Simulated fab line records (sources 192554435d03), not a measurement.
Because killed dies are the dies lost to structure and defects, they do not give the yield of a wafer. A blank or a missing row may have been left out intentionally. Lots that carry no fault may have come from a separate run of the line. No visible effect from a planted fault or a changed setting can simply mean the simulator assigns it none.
Split-lot experiment	flow n5 finfet	on a route of 1938 steps: 7 lots, 21 wafers read

ABOUT THE SPLIT
At N5_BEOL_M11_PECVD_70 (deposits SiO2 from TEOS/O2, target thk 20 nm, time 22.7 s), the setting temp c was moved away from the recipe's 400 C on 6 of the 21 wafers read, by -2.2% to +3.6%. For the rest of the wafers, this setting stayed at what the recipe calls for.

The reading comes from the split's own step.

THE READING
SiO2_of_BEOL_M11_PECVD_70.thk nm (the simulator's own value, which no gauge read), in nm, at N5_BEOL_M11_PECVD_70 (deposits SiO2 from TEOS/O2, target thk 20 nm, time 22.7 s). No usual value for it is given in the file. Across the 15 wafers here that went through the recipe, the average is 20.2 nm and the standard deviation 0.33 nm.

wafer	tool, chamber at the split	temp c as run, C	against the recipe	SiO2_of_BEOL_M11_PECVD_70.thk nm, nm	against lot-mates on the recipe
L081.1	pecvd-01, 0	400	recipe	20.4	-
L081.3	pecvd-01, 2	400	recipe	19.4	-
L081.4	pecvd-01, 0	400	recipe	20.6	-
L080.2	pecvd-04, 0	391.2	-2.2%	21	+0.8
L080.4	pecvd-04, 0	391.2	-2.2%	21.6	+1.4
L080.6	pecvd-04, 1	400	recipe	20.2	-
L082.2	pecvd-02, 2	400	recipe	19.8	-
L082.3	pecvd-02, 1	400	recipe	20	-
L082.5	pecvd-02, 2	406.1	+1.5%	19.4	-0.5
L088.1	pecvd-02, 2	400	recipe	20.2	-
L088.3	pecvd-02, 0,1	400	recipe	20.4	-
L088.5	pecvd-02, 0,1	400	recipe	20.4	-
L091.2	pecvd-02, 2	400	recipe	20.2	-
L091.3	pecvd-02, 0	414.3	+3.6%	18.6	-1.6
L091.4	pecvd-02, 1	414.3	+3.6%	18.2	-2.0
L094.1	pecvd-02, 2,1	400	recipe	19.8	-
L094.3	pecvd-02, 2,1	400	recipe	19.8	-
L094.5	pecvd-02, 2	400	recipe	20.2	-
L097.3	pecvd-02, 0	400	recipe	20.4	-
L097.4	pecvd-02, 1	410.8	+2.7%	19	-1.5
L097.6	pecvd-02, 2	400	recipe	20.6	-
Rows listing several chambers each stand for several wafers; the file does not say which wafer went through which chamber.

THE FIT
A straight line over all 21 wafers: SiO2_of_BEOL_M11_PECVD_70.thk nm changes by -0.49 nm for each +1% of temp c; r = -0.92; the points scatter about the line by 0.32 nm.
The same after taking each lot's own level away (the mean of its wafers on the recipe; 21 wafers): -0.503 nm for each +1%; r = -0.94; scatter 0.27 nm.
Per that fit: largest temp c move, reading shift of 1.8 nm.
The span of the lots' own levels, 19.90 to 20.50 nm, comes to 1.8 times the standard deviation stated above.
The two slopes are in agreement: the lot-to-lot level therefore moves the slope only a little.
Check: with one of the wafers moved furthest among these (+3.6%) left out of the fit, the line predicts -1.87 nm for it against its lot-mates. Against them it came out at -1.6 nm.

ADDITIONAL SPLITS CARRIED BY THESE WAFERS
Other splits were also applied to these wafers ahead of the reading. Each is held against what the fit with the lots' levels taken away leaves over:
other split on the same wafers	wafers away from the commonest value	r with SiO2_of_BEOL_M11_PECVD_70.thk nm (lot level and that fit taken away)
N5_BEOL_M8_DEVELOP_10 develop time s	10	-0.04
N5_BEOL_M9_TRENCH_ETCH_37 time s	11	+0.13

FILE'S OWN FIT
SiO2_of_BEOL_M11_PECVD_70.thk nm changes by -0.502 nm for each +1% of temp c, r = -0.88.
